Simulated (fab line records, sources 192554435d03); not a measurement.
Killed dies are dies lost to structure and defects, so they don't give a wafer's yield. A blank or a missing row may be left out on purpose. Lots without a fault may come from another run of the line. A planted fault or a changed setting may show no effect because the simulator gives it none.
Chamber matching | flow n5_finfet | N5_BEOL_M0_SAQP_ILD_DEP_01 on pecvd-03: 3 sister chambers
The step deposits SiOC from DEMS/O2, target thk 45.419 nm, time 8.7 s. 3 wafers are shown with their chamber, then 12 later ones without.

WAFERS WITH THEIR CHAMBER
wafer  | chamber | throttle_valve_pct (%)
L092.2 | 1       | 13.3
L092.3 | 0       | 13.4
L092.5 | 2       | 11.1

WAFERS WITHOUT THEIR CHAMBER
wafer  | throttle_valve_pct (%)
L094.3 | 11.0
L094.4 | 13.6
L094.5 | 11.1
L095.1 | 13.0
L095.3 | 10.9
L095.4 | 11.3
L097.1 | 13.7
L097.2 | 11.4
L097.3 | 13.1
L097.4 | 11.1
L097.5 | 13.5
L097.6 | 13.1

WHICH CHAMBER EACH WENT THROUGH
wafer  | from the rows above     | in truth
L094.3 | 2                       | 2
L094.4 | can't be placed: 0 or 1 | 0
L094.5 | 2                       | 2
L095.1 | can't be placed: 1 or 0 | 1
L095.3 | 2                       | 2
L095.4 | 2                       | 2
L097.1 | can't be placed: 0 or 1 | 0
L097.2 | 2                       | 2
L097.3 | can't be placed: 1 or 0 | 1
L097.4 | 2                       | 2
L097.5 | can't be placed: 0 or 1 | 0
L097.6 | can't be placed: 1 or 0 | 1
Placed correctly: 6 of 12. Can't be placed from these rows: 6 (the true chamber is among the candidates in 6). Placed wrongly: 0.
How it was worked out, from the rows above alone: a wafer's distance from a chamber is the root of the sum, over the readings, of the square of ((its reading less the chamber's mean) divided by the reading's scatter). The wafer belongs to the nearest chamber; if the next one is less than 2 further off, it can't be placed. A chamber's mean is the mean of its shown wafers. The scatter: with one shown wafer a chamber, the root of the mean of the squares of how far each hidden wafer lies from its nearest shown one.
